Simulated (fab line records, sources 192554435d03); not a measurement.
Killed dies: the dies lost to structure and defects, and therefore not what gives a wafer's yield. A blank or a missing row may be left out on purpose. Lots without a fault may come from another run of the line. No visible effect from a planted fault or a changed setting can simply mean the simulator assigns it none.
fab line records + flow n5-finfet
record:
- lots: 8
- wafers: 24
- last-day: 17
route steps=1938 shown BEOL_M1@793 BEOL_M4@1111 PASSIVATION@1936
lots that met no fault: taken from a fault-free run of the same line
start-h: hours from the record's first day to the start of the lot's first wafer shown + wait-h: hours from the lot's prior step to this one + " repeats the value in the row above + L1.1+2: a row that stands for several wafers + - value missing, or start not given + * or withheld: withheld + < > ~ a bound
route shown NAME@n: NAME is a module with steps in the file, n the number in the route of the first one + usual: the fault-free wafers' mean and standard deviation + same: alike in all rows + chamber/n: place in a boat + sites: each site's reading + _std_site: standard deviation across them + _edge_site: outer sites' mean less inner sites' + radius-mm: how far each site lies from the wafer's centre + mask NAME#n: copy n + behind: tool/chamber where the wafer was last shaped + hold: the reason the lot was held/the length of the hold in hours/how it ended + device: the transistor (n, p or np) that didn't switch + end of line: tests run on the same wafers once the route is complete + for a step that has no rows: nothing shown but its recipe + killed: at the first sort, the dies lost to defects and structure; wafer yield is something else + map: shows each die of a wafer: x if killed, . if not, _ if none is there
set.NAME: setting as actually run; set.NAME@STEP: the setting as run at that earlier step + model.NAME: the simulator's own value behind a step, which no gauge read
one table for each step of the route and one row for each wafer, over a sample of lots
services: from which hour (start-h, from the record's first day; less than 0 if before it) a tool's chamber was out of use, for how many hours, and why
== steps ==
step: N5_BEOL_M1_ETCHBACK_99
recipe:
- chemistry: CHF3
- target: SiO2
- target-depth-a: 50
- time-s: 10.4
- source-w: 215
- bias-w: 47
- Ar_flow_sccm: 200
- CHF3_flow_sccm: 12
- ion-energy-ev: 100
- pressure-mtorr: 30
usual:
- drypump-motor-current-A: 5.5/0.48
- mfc-ar-sccm: 200.0/0.58
- oes-product-au: 0.77/0.087
- rf-vpp-V: 240/3.6
- showerhead-plenum-p-Torr: 2.16/0.064
- throttle-valve-pct: 17.07/0.24
same:
- time-s: 10.4
| lot.wafer | tool        | chamber | start-h | wait-h | drypump-motor-current-A | mfc-ar-sccm | oes-product-au | rf-hours-counter-h | rf-vpp-V | showerhead-plenum-p-Torr | throttle-valve-pct |
|-----------|-------------|---------|---------|--------|-------------------------|-------------|----------------|--------------------|----------|--------------------------|--------------------|
| L423.1    | rie-diel-05 | 3       | 127.02  | 4.3    | 5.5                     | 200.2       | 0.77           | 147                | 236      | 2.07                     | 17.22              |
| L423.2    | "           | 1       | "       | "      | 5.0                     | 199.7       | 0.72           | 189                | 238      | 2.22                     | 16.94              |
| L423.3    | "           | 0       | "       | "      | 6.4                     | 201.0       | 0.70           | 216                | 243      | 2.13                     | 17.44              |
| L434.3    | rie-diel-05 | 2       | 199.85  | 2.2    | 6.3                     | 199.4       | 0.69           | 222                | 245      | 2.04                     | 17.36              |
| L434.4    | "           | 0       | "       | "      | 6.4                     | 200.1       | 0.68           | 238                | 241      | 2.12                     | 17.48              |
| L434.5    | "           | 0       | "       | "      | 6.4                     | 200.1       | 0.67           | -                  | 241      | 2.13                     | 17.47              |
| L435.2    | rie-diel-03 | 1       | 203.01  | 0.5    | 5.4                     | 200.4       | 0.79           | 113                | 240      | 2.17                     | 16.97              |
| L435.5    | "           | 0       | "       | "      | 5.6                     | 200.1       | 0.79           | -                  | 237      | 2.16                     | 16.91              |
| L435.6    | "           | 3       | "       | "      | 5.4                     | 199.6       | 0.70           | -                  | 242      | 2.14                     | 17.13              |
| L437.1    | rie-diel-05 | 3       | 208.99  | 0.1    | 5.5                     | 200.3       | 0.74           | 173                | 235      | 2.06                     | 17.25              |
| L437.3    | "           | 2       | "       | "      | 6.3                     | 199.3       | 0.68           | 225                | 243      | 2.03                     | 17.37              |
| L437.4    | "           | 1       | "       | "      | 5.1                     | 200.1       | 0.70           | 214                | 239      | 2.22                     | 17.00              |
| L438.1    | rie-diel-03 | 3       | 218.38  | 6.5    | 5.3                     | 200.2       | 0.69           | 206                | 238      | 2.14                     | 17.15              |
| L438.3    | "           | 1       | "       | "      | 5.4                     | 200.3       | 0.80           | 116                | 239      | 2.17                     | 16.97              |
| L438.6    | "           | 1       | "       | "      | 5.4                     | 200.7       | 0.80           | -                  | 239      | 2.17                     | 17.00              |
| L440.1    | rie-diel-05 | 3       | 225.46  | 4.2    | 5.5                     | 200.5       | 0.74           | 178                | 235      | 2.06                     | 17.26              |
| L440.5    | "           | 3       | "       | "      | 5.5                     | 200.2       | 0.73           | -                  | 236      | 2.06                     | 17.24              |
| L440.6    | "           | 0       | "       | "      | 6.4                     | 200.0       | 0.68           | -                  | 243      | 2.12                     | 17.48              |
| L445.2    | rie-diel-03 | 2       | 259.86  | 5.2    | 4.8                     | 199.7       | 0.91           | 27                 | 237      | 2.20                     | 16.98              |
| L445.4    | "           | 3       | "       | "      | 5.4                     | 199.4       | 0.69           | 222                | 240      | 2.14                     | 17.18              |
| L445.6    | "           | 2       | "       | "      | 4.8                     | 199.4       | 0.91           | -                  | 237      | 2.20                     | 16.97              |
| L446.3    | rie-diel-03 | 3       | 261.46  | 3.3    | 5.3                     | 200.0       | 0.68           | 223                | 240      | 2.14                     | 17.19              |
| L446.4    | "           | 0       | "       | "      | 5.5                     | 201.0       | 0.78           | 124                | 237      | 2.15                     | 16.94              |
| L446.5    | "           | 2       | "       | "      | 4.8                     | 199.5       | 0.91           | -                  | 237      | 2.20                     | 16.97              |
step: N5_BEOL_M1_ETCH_41
recipe:
- chemistry: CH3F/O2
- target: SiCN
- target-depth-a: 319
- taper-deg: 2
- time-s: 57.8
- ion-energy-ev: 120
- mask-material: TiN
- pressure-mtorr: 30
- source-w: 395
- bias-w: 75
- Ar_flow_sccm: 150
- CH3F_flow_sccm: 30
- O2_flow_sccm: 20
usual:
- CH3F_flow_sccm: 30.02/0.094
- O2_flow_sccm: 20.00/0.059
- drypump-motor-current-A: 5.5/0.48
- mfc-ar-sccm: 150.0/0.48
- oes-product-au: 0.77/0.086
- rf-vpp-V: 297.5/1.4
- showerhead-plenum-p-Torr: 2.01/0.06
- throttle-valve-pct: 16.32/0.24
- time-s: 57.8/0
| lot.wafer | tool        | chamber | start-h | wait-h | CH3F_flow_sccm | O2_flow_sccm | drypump-motor-current-A | mfc-ar-sccm | oes-product-au | rf-hours-counter-h | rf-vpp-V | showerhead-plenum-p-Torr | throttle-valve-pct | time-s |
|-----------|-------------|---------|---------|--------|----------------|--------------|-------------------------|-------------|----------------|--------------------|----------|--------------------------|--------------------|--------|
| L423.1    | rie-diel-05 | 3       | 127.29  | -      | 30.02          | 20.06        | 5.5                     | 150.2       | 0.77           | 147                | 294.7    | 1.93                     | 16.45              | 57.8   |
| L423.2    | "           | 1       | "       | "      | 29.91          | 20.01        | 5.0                     | 151.1       | 0.73           | 189                | 298.2    | 2.07                     | 16.23              | 57.8   |
| L423.3    | "           | 0       | "       | "      | 30.16          | 19.99        | 6.5                     | 150.0       | 0.69           | 216                | 296.3    | 1.98                     | 16.67              | 57.8   |
| L434.3    | rie-diel-05 | 2       | 200.11  | -      | 30.08          | 20.02        | 6.4                     | 150.0       | 0.68           | 222                | 296.6    | 1.89                     | 16.62              | 57.8   |
| L434.4    | "           | 0       | "       | "      | 30.04          | 19.90        | 6.4                     | 150.1       | 0.68           | 238                | 296.6    | 1.97                     | 16.73              | 57.8   |
| L434.5    | "           | 0       | "       | "      | 29.86          | 20.00        | 6.5                     | 149.9       | 0.68           | -                  | 296.8    | 1.97                     | 16.71              | 57.8   |
| L435.2    | rie-diel-03 | 1       | 203.28  | -      | 30.06          | 19.93        | 5.4                     | 150.0       | 0.80           | 113                | 297.7    | 2.02                     | 16.21              | 57.8   |
| L435.5    | "           | 0       | "       | "      | 30.08          | 20.01        | 5.5                     | 149.9       | 0.80           | -                  | 298.1    | 2.01                     | 16.16              | 57.8   |
| L435.6    | "           | 3       | "       | "      | 30.07          | 20.04        | 5.3                     | 150.6       | 0.69           | -                  | 295.9    | 1.99                     | 16.39              | 57.8   |
| L437.1    | rie-diel-05 | 3       | 209.25  | -      | -              | -            | -                       | -           | -              | -                  | -        | -                        | -                  | -      |
| L437.3    | "           | 2       | "       | "      | -              | -            | -                       | -           | -              | -                  | -        | -                        | -                  | -      |
| L437.4    | "           | 1       | "       | "      | -              | -            | -                       | -           | -              | -                  | -        | -                        | -                  | -      |
| L438.1    | rie-diel-03 | 3       | 218.64  | -      | -              | -            | -                       | -           | -              | -                  | -        | -                        | -                  | -      |
| L438.3    | "           | 1       | "       | "      | -              | -            | -                       | -           | -              | -                  | -        | -                        | -                  | -      |
| L438.6    | "           | 1       | "       | "      | -              | -            | -                       | -           | -              | -                  | -        | -                        | -                  | -      |
| L440.1    | rie-diel-05 | 3       | 225.73  | -      | -              | -            | -                       | -           | -              | -                  | -        | -                        | -                  | -      |
| L440.5    | "           | 3       | "       | "      | -              | -            | -                       | -           | -              | -                  | -        | -                        | -                  | -      |
| L440.6    | "           | 0       | "       | "      | -              | -            | -                       | -           | -              | -                  | -        | -                        | -                  | -      |
| L445.2    | rie-diel-03 | 2       | 260.12  | -      | 30.17          | 19.97        | 4.8                     | 149.4       | 0.91           | 27                 | 299.7    | 2.05                     | 16.21              | 57.8   |
| L445.4    | "           | 3       | "       | "      | 29.91          | 19.97        | 5.4                     | 149.6       | 0.68           | 222                | 296.4    | 1.98                     | 16.42              | 57.8   |
| L445.6    | "           | 2       | "       | "      | 30.18          | 20.06        | 4.8                     | 149.5       | 0.91           | -                  | 299.2    | 2.05                     | 16.22              | 57.8   |
| L446.3    | rie-diel-03 | 3       | 261.72  | -      | 29.80          | 19.99        | 5.3                     | 149.6       | 0.68           | 223                | 296.4    | 1.98                     | 16.42              | 57.8   |
| L446.4    | "           | 0       | "       | "      | 29.94          | 19.94        | 5.5                     | 149.4       | 0.78           | 124                | 298.3    | 2.00                     | 16.21              | 57.8   |
| L446.5    | "           | 2       | "       | "      | 30.11          | 19.98        | 4.8                     | 150.4       | 0.91           | -                  | 298.3    | 2.05                     | 16.20              | 57.8   |
step: N5_BEOL_M1_DEGAS_44
recipe:
- ambient: vacuum
- temp-c: 250
- time-s: 60
usual:
- heater-power-w: 350/47
same:
- time-s: 60
| lot.wafer | tool           | chamber | start-h | wait-h | heater-power-w |
|-----------|----------------|---------|---------|--------|----------------|
| L423.1    | pvd-sputter-01 | -       | 127.79  | 0.2    | 350            |
| L423.2    | "              | -       | "       | "      | 325            |
| L423.3    | "              | -       | "       | "      | 374            |
| L434.3    | pvd-sputter-03 | -       | 200.67  | 0.3    | 464            |
| L434.4    | "              | -       | "       | "      | 357            |
| L434.5    | "              | -       | "       | "      | 356            |
| L435.2    | pvd-sputter-03 | -       | 203.95  | 0.4    | 299            |
| L435.5    | "              | -       | "       | "      | 357            |
| L435.6    | "              | -       | "       | "      | 460            |
| L437.1    | pvd-sputter-02 | -       | 209.58  | 0.0    | 353            |
| L437.3    | "              | -       | "       | "      | 305            |
| L437.4    | "              | -       | "       | "      | 353            |
| L438.1    | pvd-sputter-02 | -       | 219.57  | 0.6    | 348            |
| L438.3    | "              | -       | "       | "      | 348            |
| L438.6    | "              | -       | "       | "      | 353            |
| L440.1    | pvd-sputter-02 | -       | 226.45  | 0.4    | 379            |
| L440.5    | "              | -       | "       | "      | 345            |
| L440.6    | "              | -       | "       | "      | 373            |
| L445.2    | pvd-sputter-03 | -       | 260.55  | 0.1    | 468            |
| L445.4    | "              | -       | "       | "      | 362            |
| L445.6    | "              | -       | "       | "      | 304            |
| L446.3    | pvd-sputter-01 | -       | 264.35  | 2.3    | 353            |
| L446.4    | "              | -       | "       | "      | 324            |
| L446.5    | "              | -       | "       | "      | 326            |
step: N5_BEOL_M1_ALD_84
recipe:
- material: TaN
- target-thk-a: *
- temp-c: 275
- ald-precursor-family: PDMAT
- ald-co-reactant: NH3
- pressure-torr: 3
- carrier-flow-sccm: 1500
- pulse-time-s: 2
- purge-time-s: 3
- co-reactant-purge-time-s: 2
- co-reactant-pulse-time-s: 3
- ald-cycles: 30
- precursor-vessel-temp-c: 75
- precursor-vessel-pressure-torr: 26.25
- precursor-vessel-carrier-sccm: 1000
usual:
- heater-power-outer-w: 233/24
- heater-power-w: 430/44
same:
- purge-time-s: 3
| lot.wafer | tool         | chamber | start-h | wait-h | heater-power-outer-w | heater-power-w |
|-----------|--------------|---------|---------|--------|----------------------|----------------|
| L423.1    | ald-metal-01 | 2       | 127.91  | 0.1    | 298                  | 510            |
| L423.2    | "            | 3       | "       | "      | 253                  | 427            |
| L423.3    | "            | 1       | "       | "      | 250                  | 451            |
| L434.3    | ald-metal-02 | 2       | 200.77  | 0.0    | 216                  | 423            |
| L434.4    | "            | 0       | "       | "      | 234                  | 403            |
| L434.5    | "            | 3       | "       | "      | 193                  | 387            |
| L435.2    | ald-metal-04 | 0       | 204.05  | 0.0    | 229                  | 405            |
| L435.5    | "            | 0       | "       | "      | 226                  | 406            |
| L435.6    | "            | 1       | "       | "      | 251                  | 501            |
| L437.1    | ald-metal-04 | 0       | 209.69  | 0.1    | 228                  | 402            |
| L437.3    | "            | 1       | "       | "      | 254                  | 512            |
| L437.4    | "            | 3       | "       | "      | 211                  | 358            |
| L438.1    | ald-metal-02 | 0       | 219.69  | 0.1    | 236                  | 407            |
| L438.3    | "            | 3       | "       | "      | 198                  | 385            |
| L438.6    | "            | 1       | "       | "      | 241                  | 466            |
| L440.1    | ald-metal-02 | 0       | 226.55  | 0.0    | 230                  | 401            |
| L440.5    | "            | 2       | "       | "      | 220                  | 420            |
| L440.6    | "            | 1       | "       | "      | 255                  | 476            |
| L445.2    | ald-metal-02 | 0       | 260.69  | 0.1    | 233                  | 405            |
| L445.4    | "            | 2       | "       | "      | 221                  | 436            |
| L445.6    | "            | 0       | "       | "      | 234                  | 402            |
| L446.3    | ald-metal-02 | 1       | 264.57  | 0.2    | 243                  | 462            |
| L446.4    | "            | 2       | "       | "      | 221                  | 422            |
| L446.5    | "            | 2       | "       | "      | 212                  | 422            |
step: N5_BEOL_M1_THK_MEAS_53
recipe:
- thk-meas-gauge: xrf
- reads: Cu_of_BEOL_M1_ECD_50
usual:
- M1_THK: 41.2/1.4
| lot.wafer | tool          | chamber | start-h | wait-h | M1_THK[nm] |
|-----------|---------------|---------|---------|--------|------------|
| L423.1    | film-metro-02 | -       | 132.79  | -      | 39.0       |
| L423.2    | "             | -       | "       | "      | 39.8       |
| L423.3    | "             | -       | "       | "      | 38.7       |
| L434.3    | film-metro-02 | -       | 203.84  | -      | 41.3       |
| L434.4    | "             | -       | "       | "      | 43.9       |
| L434.5    | "             | -       | "       | "      | 41.9       |
| L435.2    | film-metro-02 | -       | 207.12  | -      | 37.2       |
| L435.5    | "             | -       | "       | "      | 41.5       |
| L435.6    | "             | -       | "       | "      | 39.7       |
| L437.1    | film-metro-02 | -       | 212.74  | -      | 31.7       |
| L437.3    | "             | -       | "       | "      | 31.8       |
| L437.4    | "             | -       | "       | "      | 34.7       |
| L438.1    | film-metro-02 | -       | 222.78  | -      | 32.5       |
| L438.3    | "             | -       | "       | "      | 33.8       |
| L438.6    | "             | -       | "       | "      | 33.7       |
| L440.1    | film-metro-02 | -       | 229.72  | -      | 32.4       |
| L440.5    | "             | -       | "       | "      | 33.6       |
| L440.6    | "             | -       | "       | "      | 31.5       |
| L445.2    | film-metro-01 | -       | 264.45  | -      | 40.0       |
| L445.4    | "             | -       | "       | "      | 41.4       |
| L445.6    | "             | -       | "       | "      | 39.8       |
| L446.3    | film-metro-02 | -       | 267.86  | -      | 38.6       |
| L446.4    | "             | -       | "       | "      | 41.1       |
| L446.5    | "             | -       | "       | "      | 40.1       |
step: N5_BEOL_M1_RS_MEAS_58
recipe:
- thk-meas-gauge: four-point-probe
- reads: Co_of_BEOL_M1_CO_CAP_55+Cu_of_BEOL_M1_ECD_50+Co_of_BEOL_M1_CVD_47+TaN_of_BEOL_M1_ALD_84
usual:
- M1_RS: 0.662/0.029
| lot.wafer | tool          | chamber | start-h | wait-h | M1_RS[ohm/sq] |
|-----------|---------------|---------|---------|--------|---------------|
| L423.1    | film-metro-01 | -       | 133.10  | 0.0    | 0.701         |
| L423.2    | "             | -       | "       | "      | 0.683         |
| L423.3    | "             | -       | "       | "      | 0.707         |
| L434.3    | film-metro-01 | -       | 204.10  | 0.1    | 0.660         |
| L434.4    | "             | -       | "       | "      | 0.609         |
| L434.5    | "             | -       | "       | "      | 0.644         |
| L435.2    | film-metro-01 | -       | 207.39  | 0.1    | 0.756         |
| L435.5    | "             | -       | "       | "      | 0.657         |
| L435.6    | "             | -       | "       | "      | 0.697         |
| L437.1    | film-metro-02 | -       | 213.00  | 0.0    | 0.938         |
| L437.3    | "             | -       | "       | "      | 0.936         |
| L437.4    | "             | -       | "       | "      | 0.833         |
| L438.1    | film-metro-02 | -       | 223.04  | 0.0    | 0.892         |
| L438.3    | "             | -       | "       | "      | 0.852         |
| L438.6    | "             | -       | "       | "      | 0.854         |
| L440.1    | film-metro-01 | -       | 230.04  | 0.0    | 0.890         |
| L440.5    | "             | -       | "       | "      | 0.845         |
| L440.6    | "             | -       | "       | "      | 0.917         |
| L445.2    | film-metro-01 | -       | 264.71  | 0.1    | 0.695         |
| L445.4    | "             | -       | "       | "      | 0.668         |
| L445.6    | "             | -       | "       | "      | 0.700         |
| L446.3    | film-metro-02 | -       | 268.12  | 0.1    | 0.706         |
| L446.4    | "             | -       | "       | "      | 0.650         |
| L446.5    | "             | -       | "       | "      | 0.670         |
step: N5_BEOL_M4_RC_MEAS_101
usual:
- DIBL_N: 36.4/1.5
- DIBL_P: 36.6/1.9
- IOFF_N: 0.155/0.021
- IOFF_P: 0.211/0.028
- ION_N: 671/8.6
- ION_P: 462/5.8
- SS_N: 71.5/0.5
- SS_P: 73.4/0.58
- VT_N: 250.1/2.4
- VT_P: -250.1/3
| lot.wafer | tool      | chamber | start-h | wait-h | DIBL_N[mV/V] | DIBL_P[mV/V] | IOFF_N[nA/um] | IOFF_P[nA/um] | ION_N[uA/um] | ION_P[uA/um] | SS_N[mV/dec] | SS_P[mV/dec] | VT_N[mV] | VT_P[mV] |
|-----------|-----------|---------|---------|--------|--------------|--------------|---------------|---------------|--------------|--------------|--------------|--------------|----------|----------|
| L423.1    | prober-02 | 0       | 167.86  | 0.0    | 35.7         | 35.0         | 0.134         | 0.193         | 674          | 457          | 71.2         | 72.5         | 250.6    | -250.8   |
| L423.2    | "         | 0       | "       | "      | 35.3         | 35.4         | 0.138         | 0.200         | 667          | 464          | 71.4         | 72.0         | 248.9    | -251.9   |
| L423.3    | "         | 0       | "       | "      | 35.8         | 34.5         | 0.142         | 0.189         | 685          | 461          | 71.5         | 72.8         | 250.2    | -252.8   |
| L435.2    | prober-01 | 0       | 236.81  | 0.2    | 34.5         | 32.8         | 0.128         | 0.193         | 666          | 461          | 70.5         | 73.8         | 250.2    | -249.4   |
| L435.5    | "         | 0       | "       | "      | 38.3         | 37.4         | 0.196         | 0.279         | 681          | 475          | 71.3         | 73.9         | 242.4    | -240.7   |
| L435.6    | "         | 0       | "       | "      | 37.3         | 35.7         | 0.183         | 0.255         | 686          | 479          | 72.2         | 73.6         | 245.2    | -242.6   |
| L434.3    | prober-02 | 0       | 237.28  | 0.3    | 38.7         | 38.5         | 0.179         | 0.225         | 667          | 459          | 71.6         | 74.1         | 249.6    | -251.0   |
| L434.4    | "         | 0       | "       | "      | 37.9         | 37.2         | 0.162         | 0.197         | 675          | 458          | 72.3         | 73.1         | 250.2    | -252.6   |
| L434.5    | "         | 0       | "       | "      | 35.8         | 34.8         | 0.128         | 0.170         | 660          | 449          | 71.3         | 73.0         | 255.4    | -253.6   |
| L445.2    | prober-01 | 0       | 297.41  | 0.2    | 32.6         | 33.7         | 0.128         | 0.168         | 670          | 469          | 71.4         | 72.8         | 252.5    | -250.6   |
| L445.4    | "         | 0       | "       | "      | 34.9         | 35.5         | 0.152         | 0.209         | 677          | 471          | 71.3         | 73.7         | 249.9    | -246.6   |
| L445.6    | "         | 0       | "       | "      | 34.2         | 34.8         | 0.143         | 0.188         | 679          | 467          | 71.7         | 73.1         | 251.6    | -253.1   |
| L446.3    | prober-02 | 0       | 308.56  | 0.3    | 37.5         | 37.3         | 0.160         | 0.168         | 675          | 452          | 72.1         | 73.6         | 248.8    | -257.4   |
| L446.4    | "         | 0       | "       | "      | 36.8         | 37.3         | 0.155         | 0.173         | 675          | 458          | 70.9         | 73.6         | 248.2    | -256.5   |
| L446.5    | "         | 0       | "       | "      | 38.2         | 38.1         | 0.175         | 0.183         | 691          | 461          | 71.8         | 73.1         | 247.3    | -256.1   |
step: N5_PASSIVATION_PROBE_49
usual:
- defect-limited-yield: 91.5/1.4
- killed_at_M0_to_M3: 33/10
- killed_at_M4_up: 13/5
- killed-at-contacts: 13/5.6
- killed-at-front-end: 38/12
- killed-at-other: 3.9/2.7
- killed-dies: 100/16
- killed-on-rim: 13/4
- killed-open: 66/13
- killed-short: 32/7.2
- sort_bin_5_function: 5.0/0.97
- sort_bin_6_memory: 3.2/0.61
- sort-n-pass: 1080/16
- sort-yield-pct: 91.5/1.4
same:
- gross-dies: 1180
- killed-at-back-side: 0
- sort_bin_4_leakage[%]: 0
- sort_bin_8_speed[%]: 0
| lot.wafer | tool      | chamber | start-h | wait-h | defect-limited-yield[%] | killed_at_M0_to_M3 | killed_at_M4_up | killed-at-contacts | killed-at-front-end | killed-at-other | killed-dies | killed-on-rim | killed-open | killed-short | sort_bin_5_function[%] | sort_bin_6_memory[%] | sort-n-pass | sort-yield-pct[%] |
|-----------|-----------|---------|---------|--------|-------------------------|--------------------|-----------------|--------------------|---------------------|-----------------|-------------|---------------|-------------|--------------|------------------------|----------------------|-------------|-------------------|
| L437.1    | prober-01 | -       | 346.67  | 0.0    | 0                       | 1126               | 7               | 8                  | 37                  | 2               | 1180        | 152           | 60          | 38           | 96.4                   | 3.3                  | 0           | 0                 |
| L437.3    | prober-01 | -       | 346.77  | 0.1    | 0                       | 1113               | 10              | 16                 | 37                  | 4               | 1180        | 152           | 79          | 27           | 96.9                   | 2.8                  | 0           | 0                 |
| L437.4    | prober-01 | -       | 346.82  | 0.2    | 0                       | 1120               | 10              | 6                  | 42                  | 2               | 1180        | 152           | 63          | 22           | 96.4                   | 3.6                  | 0           | 0                 |
| L438.1    | prober-02 | -       | 356.75  | 0.0    | 0                       | 1122               | 19              | 18                 | 21                  | 0               | 1180        | 152           | 54          | 33           | 97.2                   | 2.5                  | 0           | 0                 |
| L438.3    | prober-02 | -       | 356.85  | 0.1    | 0                       | 1128               | 13              | 12                 | 24                  | 3               | 1180        | 152           | 74          | 29           | 96.8                   | 3.0                  | 0           | 0                 |
| L438.6    | prober-02 | -       | 357.00  | 0.3    | 0                       | 1124               | 6               | 8                  | 39                  | 3               | 1180        | 152           | 71          | 20           | 97.4                   | 2.5                  | 0           | 0                 |
| L440.1    | prober-01 | -       | 379.30  | 0.0    | 0                       | 1105               | 8               | 26                 | 32                  | 9               | 1180        | 152           | 77          | 25           | 96.5                   | 3.5                  | 0           | 0                 |
| L440.5    | prober-01 | -       | 379.50  | 0.2    | 0                       | 1144               | 6               | 9                  | 15                  | 6               | 1180        | 152           | 51          | 29           | 97.2                   | 2.5                  | 0           | 0                 |
| L440.6    | prober-01 | -       | 379.55  | 0.3    | 0                       | 1112               | 11              | 17                 | 32                  | 8               | 1180        | 152           | 66          | 41           | 95.8                   | 3.9                  | 0           | 0                 |
killed by level:class
L437.1 BEOL_M1:area-etch=1082 BEOL_M0_SAQP:geometric-particle:short=15 STI_FIN_REVEAL:geometric-particle:open=13 BEOL_M0_SAQP:geometric-particle:open=13 GATE_CUT:geometric-particle:short=8 FIN_SAQP:geometric-particle:short=6 MOL_CONTACT_COAG:geometric-particle:open=6 BEOL_M3:geometric-particle:open=5
L437.3 BEOL_M1:area-etch=1074 MOL_CONTACT_COAG:geometric-particle:open=16 BEOL_M3:geometric-particle:open=12 STI_FIN_REVEAL:geometric-particle:open=9 DUMMY_GATE:geometric-particle:open=8 BEOL_M0_SAQP:geometric-particle:open=8 BEOL_M0_SAQP:geometric-particle:short=6 STARTING-WAFER:geometric-particle:short=5
L437.4 BEOL_M1:area-etch=1095 STI_FIN_REVEAL:geometric-particle:open=23 MOL_CONTACT_COAG:geometric-particle:open=6 BEOL_M0_SAQP:geometric-particle:short=6 BEOL_M1:geometric-particle:open=5 BEOL_M4:geometric-particle:open=4 BEOL_M0_SAQP:geometric-particle:open=4 BEOL_M3:geometric-particle:open=4
L438.1 BEOL_M1:area-etch=1093 MOL_CONTACT_COAG:geometric-particle:open=10 BEOL_M4:geometric-particle:open=9 MOL_CONTACT_COAG:geometric-particle:short=8 BEOL_M3:geometric-particle:open=8 FIN_SAQP:geometric-particle:open=4 BEOL_M0_SAQP:geometric-particle:short=4 BEOL_M2:geometric-particle:short=4
L438.3 BEOL_M1:area-etch=1076 BEOL_M0_SAQP:geometric-particle:short=12 BEOL_M3:geometric-particle:open=11 MOL_CONTACT_COAG:geometric-particle:open=9 BEOL_M2:geometric-particle:open=8 BEOL_M0_SAQP:geometric-particle:open=6 BEOL_M4:geometric-particle:open=6 DUMMY_GATE:geometric-particle:open=5
L438.6 BEOL_M1:area-etch=1089 STI_FIN_REVEAL:geometric-particle:open=11 BEOL_M1:geometric-particle:open=10 FIN_SAQP:geometric-particle:short=9 BEOL_M0_SAQP:geometric-particle:open=9 FIN_SAQP:geometric-particle:open=8 MOL_CONTACT_COAG:geometric-particle:open=8 BEOL_M2:geometric-particle:open=7
L440.1 BEOL_M1:area-etch=1076 MOL_CONTACT_COAG:geometric-particle:open=24 STI_FIN_REVEAL:geometric-particle:open=16 BEOL_M0_SAQP:geometric-particle:open=8 BEOL_M0_SAQP:geometric-particle:short=7 BEOL_M1:geometric-particle:open=5 DUMMY_GATE:geometric-particle:open=5 BEOL_M2:geometric-particle:short=3
L440.5 BEOL_M1:area-etch=1099 BEOL_M1:geometric-particle:open=17 BEOL_M0_SAQP:geometric-particle:short=9 MOL_CONTACT_COAG:geometric-particle:open=6 BEOL_M0_SAQP:geometric-particle:open=5 DUMMY_GATE:geometric-particle:open=4 BEOL_M1:geometric-particle:short=4 MOL_CONTACT_COAG:geometric-particle:short=3
L440.6 BEOL_M1:area-etch=1068 BEOL_M1:geometric-particle:open=17 MOL_CONTACT_COAG:geometric-particle:open=15 BEOL_M0_SAQP:geometric-particle:short=12 GATE_CUT:geometric-particle:short=6 DUMMY_GATE:geometric-particle:open=5 BEOL_M2:geometric-particle:open=5 STARTING-WAFER:geometric-particle:short=4
== services ==
| tool           | chamber | start-h | hours | kind                          |
|----------------|---------|---------|-------|-------------------------------|
| pvd-sputter-03 | -       | 104.99  | 1.3   | repair                        |
| pvd-sputter-03 | -       | 111.29  | 1.9   | repair                        |
| ald-metal-01   | 0       | 125.60  | 34.5  | repair                        |
| rie-diel-03    | -       | 130.92  | 0.7   | repair                        |
| rie-diel-03    | 2       | 145.58  | -     | clean                         |
| rie-diel-03    | 2       | 145.58  | -     | consumable-replace:focus-ring |
| rie-diel-03    | 2       | 145.58  | 13.5  | scheduled-down                |
| rie-diel-03    | 2       | 145.58  | 13.5  | vent-cycle                    |
| rie-diel-03    | 1       | 149.89  | 4.6   | repair                        |
| ald-metal-01   | 3       | 157.51  | 3.4   | repair                        |
| ald-metal-04   | 2       | 180.37  | 35.2  | repair                        |
| ald-metal-01   | 3       | 188.50  | 7.2   | repair                        |
| rie-diel-05    | 0       | 215.24  | 3.8   | repair                        |
| ald-metal-02   | 2       | 230.35  | 24.7  | repair                        |
| rie-diel-05    | 0       | 241.21  | -     | clean                         |
| rie-diel-05    | 0       | 241.21  | -     | consumable-replace:focus-ring |
| rie-diel-05    | 0       | 241.21  | 16.2  | scheduled-down                |
| rie-diel-05    | 0       | 241.21  | 16.2  | vent-cycle                    |
| rie-diel-05    | -       | 253.86  | 0.2   | repair                        |
| ald-metal-04   | -       | 257.14  | 8.7   | pm                            |
| ald-metal-01   | 1       | 257.38  | 3.0   | repair                        |
== key ==
first-sign:
- step: N5_BEOL_M1_ETCH_41
- reading: tool-record
- direction: missing
effect:
- step: N5_BEOL_M1_THK_MEAS_53
- reading: M1_THK
- direction: down
- sigmas: 5.9
- usual: 41.2
- struck: 32.8
effect:
- step: N5_BEOL_M1_RS_MEAS_58
- reading: M1_RS
- direction: up
- sigmas: 7.6
- usual: 0.662
- struck: 0.884
effect:
- step: N5_PASSIVATION_PROBE_49
- reading: killed_at_M0_to_M3
- direction: up
- sigmas: 99+
- usual: 33
- struck: 1122
more-kills-born-at:
- N5_BEOL_M1_ETCH_41@rie-diel-05: 6494
- N5_BEOL_M1_ETCH_41@rie-diel-03: 3258
met-at N5_BEOL_M1_ETCH_41
struck-lots L437,L438,L440
later-rows-left-out L437.1,L437.3,L437.4,L438.1,L438.3,L438.6,L440.1,L440.5,L440.6
not-acting-at N5_BEOL_M1_ETCHBACK_99,N5_BEOL_M1_DEGAS_44,N5_BEOL_M1_ALD_84
onset-between 203.28 209.25
fault:
- kind: skipped-step-whole
- tool: rie-diel-03,rie-diel-05
- chamber: -
- onset-h: 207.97
- steps: N5_BEOL_M1_ETCH_41
- scope: struck-lots-only
later-rows-left-out: the simulator's readings of these wafers behind a module that went badly wrong aren't trusted and aren't shown, but for the sort
